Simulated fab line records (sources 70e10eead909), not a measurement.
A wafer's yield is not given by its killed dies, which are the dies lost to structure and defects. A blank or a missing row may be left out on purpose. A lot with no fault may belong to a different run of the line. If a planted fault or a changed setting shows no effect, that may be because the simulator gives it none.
Chamber matching -- flow nandHarc -- NHARC_A_CHANNEL_HOLE_D1_DEP_01 on pecvd-04: 3 sister chambers
The step deposits SiON, target thk 140 nm. 3 wafers are shown with their chamber, then 11 later ones without.

EACH WAFER AND ITS CHAMBER
wafer,chamber,heaterPowerW (W)
L087.5,0,624
L087.6,1,842
L088.1,2,736

WAFERS MISSING THEIR CHAMBER
wafer,heaterPowerW (W)
L088.3,840
L088.5,865
L089.2,648
L089.4,704
L089.6,884
L093.3,804
L093.4,803
L093.5,668
L095.1,592
L095.2,811
L095.6,771

THE CHAMBER EACH PASSED THROUGH
wafer,from the rows above,in truth
L088.3,1,1
L088.5,1,1
L089.2,can't be placed: 0 or 2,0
L089.4,can't be placed: 2 or 0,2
L089.6,1,1
L093.3,can't be placed: 1 or 2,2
L093.4,can't be placed: 1 or 2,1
L093.5,can't be placed: 0 or 2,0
L095.1,0,0
L095.2,can't be placed: 1 or 2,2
L095.6,can't be placed: 2 or 1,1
4 of 11 placed correctly. Unplaceable from these rows: 7, with the true chamber sitting among the candidates in 7. 0 placed wrongly.
How it was worked out, from the rows above alone: a wafer's distance from a chamber is the root of the sum, over the readings, of the square of ((its reading less the chamber's mean) divided by the reading's scatter). The wafer belongs to the nearest chamber; if the next one is less than 2 further off, it can't be placed. A chamber's mean is the mean of its shown wafers. The scatter (one wafer shown for each chamber): square how far every hidden wafer sits from the nearest shown wafer, average those squares and take the square root.
